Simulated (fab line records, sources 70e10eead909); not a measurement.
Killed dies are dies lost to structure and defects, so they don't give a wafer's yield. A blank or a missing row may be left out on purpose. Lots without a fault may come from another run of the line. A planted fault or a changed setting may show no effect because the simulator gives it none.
Which tool did it? | flow nand_harc | 12 lots, 36 wafers sampled, at 5 steps of a route of 1159

WHAT THE GAUGES READ, wafer by wafer
NHARC_END_SORT_01. Usual: defect_limited_yield 95.3 %, standard deviation 1.7; killed_at_array 28, standard deviation 11; killed_at_other 0.5, standard deviation 0.85; killed_at_periphery 2.7, standard deviation 1.9; killed_dies 32, standard deviation 12; killed_open 3.3, standard deviation 1.6; killed_short 2.1, standard deviation 1.5; sort_bin_2_pct 1.5 %, standard deviation 0.71; sort_bin_3_pct 0.25 %, standard deviation 0.23; sort_bin_4_pct 3.0 %, standard deviation 1.1; sort_n_pass 645, standard deviation 12; sort_rim_yield_pct 95 %, standard deviation 3.1; sort_yield_pct 95.3 %, standard deviation 1.7.
lot  | measured     | on        | defect_limited_yield (%) | killed_at_array | killed_at_other | killed_at_periphery | killed_dies | killed_open | killed_short | sort_bin_2_pct (%) | sort_bin_3_pct (%) | sort_bin_4_pct (%) | sort_n_pass | sort_rim_yield_pct (%) | sort_yield_pct (%) | flag
L442 | day 22 09:43 | prober-01 | 96.2 97.0 97.0           | 22 18 16        | 3 1 3           | 1 1 1               | 26 20 20    | 7 4 2       | 1 1 0        | 1.5 0.4 0.6        | 0 0.44 0           | 2.4 2.1 2.4        | 651 657 657 | 98 99 99               | 96.2 97.0 97.0     |
L448 | day 23 20:22 | prober-02 | 0 96.0 95.7              | 26 27 27        | 650 0 0         | 1 0 2               | 677 27 29   | 2 4 3       | 1 1 0        | 97.0 1.5 1.2       | 0.15 0 0.30        | 2.8 2.5 2.8        | 0 650 648   | 0 94 94                | 0 96.0 95.7        | OFF
L449 | day 24 04:55 | prober-02 | 94.8 95.3 94.1           | 31 31 37        | 1 0 0           | 3 1 3               | 35 32 40    | 2 4 4       | 0 3 2        | 1.5 1.6 1.5        | 0.15 0.15 0.59     | 3.5 3.0 3.8        | 642 645 637 | 95 99 99               | 94.8 95.3 94.1     |

WHICH TOOL RAN EACH LOT (tool, then ch and the chambers of the sampled wafers, then the start)
lot  | NHARC_A_BONDPAD_PRE_CLEAN_26            | NHARC_A_BONDPAD_ANNEAL_28        | NHARC_THIN_TSV_ETCH_44             | NHARC_THIN_TSV_PRE_CLEAN_50
L434 | pvd_sputter-03, day 18 11:13 or earlier | rtp_anneal-01 ch 0, day 18 11:13 | rie_diel-04 ch 0,1,3, day 19 08:21 | pvd_sputter-03, no start
L432 | pvd_sputter-03, day 18 14:27 or earlier | rtp_anneal-01 ch 0, day 18 14:27 | rie_diel-08 ch 1,2,3, day 19 09:58 | pvd_sputter-03, no start
L437 | pvd_sputter-03, day 19 01:40 or earlier | rtp_anneal-01 ch 0, day 19 01:40 | rie_diel-08 ch 0,1, day 19 18:08   | pvd_sputter-02, no start
L436 | pvd_sputter-02, day 19 19:28 or earlier | rtp_anneal-01 ch 0, day 19 19:28 | rie_diel-05 ch 0,1,3, day 20 12:02 | pvd_sputter-02, no start
L439 | pvd_sputter-03, day 19 22:21 or earlier | rtp_anneal-01 ch 0, day 19 22:21 | rie_diel-08 ch 0,2,3, day 20 10:28 | pvd_sputter-01, no start
L440 | pvd_sputter-01, day 20 12:42 or earlier | rtp_anneal-01 ch 0, day 20 12:42 | rie_diel-05 ch 0,2,3, day 21 03:21 | pvd_sputter-01, no start
L442 | pvd_sputter-02, day 20 21:59 or earlier | rtp_anneal-02 ch 0, day 20 21:59 | rie_diel-08 ch 2,3, day 21 15:36   | pvd_sputter-02, day 22 09:43 or earlier
L443 | pvd_sputter-02, day 21 02:35 or earlier | rtp_anneal-02 ch 0, day 21 02:35 | rie_diel-08 ch 0,1,2, day 21 16:47 | pvd_sputter-03, no start
L448 | pvd_sputter-03, day 22 14:20 or earlier | rtp_anneal-02 ch 0, day 22 14:20 | rie_diel-08 ch 1,2,3, day 23 05:32 | pvd_sputter-01, day 23 20:22 or earlier
L449 | pvd_sputter-03, day 22 19:03 or earlier | rtp_anneal-01 ch 0, day 22 19:03 | rie_diel-05 ch 1,3, day 23 09:11   | pvd_sputter-03, day 24 04:55 or earlier
L453 | pvd_sputter-01, day 23 01:43 or earlier | rtp_anneal-01 ch 0, day 23 01:43 | rie_diel-04 ch 0,1, day 23 15:19   | pvd_sputter-01, no start
L454 | pvd_sputter-01, day 23 18:10 or earlier | rtp_anneal-02 ch 0, day 23 18:10 | rie_diel-04 ch 1,2,3, day 24 07:43 | pvd_sputter-02, no start
- NHARC_A_BONDPAD_PRE_CLEAN_26: time 30 s.
- NHARC_A_BONDPAD_ANNEAL_28: time 90 s.
- NHARC_THIN_TSV_ETCH_44: etches the open film in CF4/O2, target depth 1594.2 nm, time 797.1 s.
- NHARC_THIN_TSV_PRE_CLEAN_50: time 30 s.

WHAT THE TOOLS THEMSELVES READ (means of the sampled wafers that have a number; where no wafer has one, the mark that the record gives instead)
NHARC_A_BONDPAD_PRE_CLEAN_26. Usual: heater_power_w 406 W, standard deviation 39.
lot  | tool           | heater_power_w (W) | flag
L434 | pvd_sputter-03 | 425                |
L432 | pvd_sputter-03 | 393                |
L437 | pvd_sputter-03 | 397                |
L436 | pvd_sputter-02 | 358                |
L439 | pvd_sputter-03 | 386                |
L440 | pvd_sputter-01 | 424                |
L442 | pvd_sputter-02 | 398                |
L443 | pvd_sputter-02 | 367                |
L448 | pvd_sputter-03 | 420                |
L449 | pvd_sputter-03 | 423                |
L453 | pvd_sputter-01 | 440                |
L454 | pvd_sputter-01 | 421                |

NHARC_A_BONDPAD_ANNEAL_28. Usual: wafer_temp_C_max 225.97, standard deviation 0.28.
lot  | tool          | wafer_temp_C_max | flag
L434 | rtp_anneal-01 | 225.82           |
L432 | rtp_anneal-01 | 225.86           |
L437 | rtp_anneal-01 | 225.81           |
L436 | rtp_anneal-01 | 225.67           |
L439 | rtp_anneal-01 | 225.87           |
L440 | rtp_anneal-01 | 225.71           |
L442 | rtp_anneal-02 | 225.94           |
L443 | rtp_anneal-02 | 226.06           |
L448 | rtp_anneal-02 | 226.01           |
L449 | rtp_anneal-01 | 225.96           |
L453 | rtp_anneal-01 | 225.74           |
L454 | rtp_anneal-02 | 226.02           |

NHARC_THIN_TSV_ETCH_44. Usual: drypump_motor_current_A 5.7 A, standard deviation 0.63; mfc_ar_sccm 0.008 sccm, standard deviation 0.012; oes_product_au 0.999 a.u., standard deviation 0.0076; rf_vpp_V 792 V, standard deviation 4.4; run_length_s 818.3 s, standard deviation 0.4; showerhead_plenum_p_Torr 1.79 Torr, standard deviation 0.068; throttle_valve_pct 16.916 %, standard deviation 0.0088.
lot  | tool        | drypump_motor_current_A (A) | mfc_ar_sccm (sccm) | oes_product_au (a.u.) | rf_vpp_V (V) | run_length_s (s) | showerhead_plenum_p_Torr (Torr) | throttle_valve_pct (%) | flag
L434 | rie_diel-04 | 5.7                         | 0.000              | 1.005                 | 794          | 818.1            | 1.83                            | 16.911                 |
L432 | rie_diel-08 | 5.6                         | 0.004              | 0.992                 | 791          | 818.2            | 1.77                            | 16.910                 |
L437 | rie_diel-08 | 6.2                         | 0.004              | 0.998                 | 791          | 818.4            | 1.78                            | 16.919                 |
L436 | rie_diel-05 | 5.8                         | 0.015              | 1.002                 | 793          | 818.5            | 1.82                            | 16.922                 |
L439 | rie_diel-08 | 5.7                         | 0.000              | 0.996                 | 793          | 818.5            | 1.80                            | 16.921                 |
L440 | rie_diel-05 | 5.3                         | 0.004              | 1.001                 | 790          | 818.3            | 1.77                            | 16.916                 |
L442 | rie_diel-08 | 5.5                         | 0.000              | 0.989                 | 793          | 818.6            | 1.81                            | 16.907                 |
L443 | rie_diel-08 | 5.9                         | 0.004              | 1.002                 | 791          | 818.3            | 1.77                            | 16.909                 |
L448 | rie_diel-08 | 5.6                         | 0.004              | 1.004                 | 790          | 759.2            | 1.77                            | 16.918                 | OFF
L449 | rie_diel-05 | 6.4                         | 0.027              | 1.008                 | 797          | 818.9            | 1.87                            | 16.919                 |
L453 | rie_diel-04 | 6.2                         | 0.000              | 1.002                 | 791          | 818.1            | 1.77                            | 16.922                 |
L454 | rie_diel-04 | 5.8                         | 0.012              | 0.993                 | 794          | 818.1            | 1.82                            | 16.913                 |

NHARC_THIN_TSV_PRE_CLEAN_50. Usual: heater_power_w 403 W, standard deviation 39.
lot  | tool           | heater_power_w (W) | flag
L434 | pvd_sputter-03 | 403                |
L432 | pvd_sputter-03 | 406                |
L437 | pvd_sputter-02 | 404                |
L436 | pvd_sputter-02 | 401                |
L439 | pvd_sputter-01 | 427                |
L440 | pvd_sputter-01 | 434                |
L442 | pvd_sputter-02 | 352                |
L443 | pvd_sputter-03 | 388                |
L448 | pvd_sputter-01 | 423                |
L449 | pvd_sputter-03 | 395                |
L453 | pvd_sputter-01 | 431                |
L454 | pvd_sputter-02 | 375                |

THE ANSWER, worked out from the rows above alone
Rule: a lot is off if the mean of its wafers that have a number lies more than 3 standard deviations from the usual mean. A lot without any number at a reading at which 4 lots or more have one is off too. The other lots that the step has rows for count as sound. The gauges are gone through in route order, then the tools' own readings, and for those a lot's mean is taken as printed above. The first step at which some lot is off is used, and at that step the reading that is off furthest; a lot without a number counts as furthest.
Off: L448, at NHARC_END_SORT_01 (killed_at_other). Neither off nor sound, because the step has no rows for them: L434, L432, L437, L436, L439, L440, L443, L453, L454.
A tool fits if, at a process step before that reading, it ran every lot that is off, and no sound lot after the first of them. The gauges at NHARC_END_SORT_01 aren't tried: what is off there is off at NHARC_THIN_TSV_ETCH_44 too, on other tools, and a gauge's error can't cause that. NHARC_A_BONDPAD_PRE_CLEAN_26 gives no start for some lots, so the hours and the order of its lots are those of NHARC_A_BONDPAD_ANNEAL_28. NHARC_THIN_TSV_PRE_CLEAN_50 gives no start for some lots, so the hours and the order of its lots are those of NHARC_END_SORT_01. Can't be told from this: 3 tools fit, rtp_anneal-02 at NHARC_A_BONDPAD_ANNEAL_28, rie_diel-08 at NHARC_THIN_TSV_ETCH_44, pvd_sputter-01 at NHARC_THIN_TSV_PRE_CLEAN_50.

WHAT THE SIMULATOR HAD PUT IN
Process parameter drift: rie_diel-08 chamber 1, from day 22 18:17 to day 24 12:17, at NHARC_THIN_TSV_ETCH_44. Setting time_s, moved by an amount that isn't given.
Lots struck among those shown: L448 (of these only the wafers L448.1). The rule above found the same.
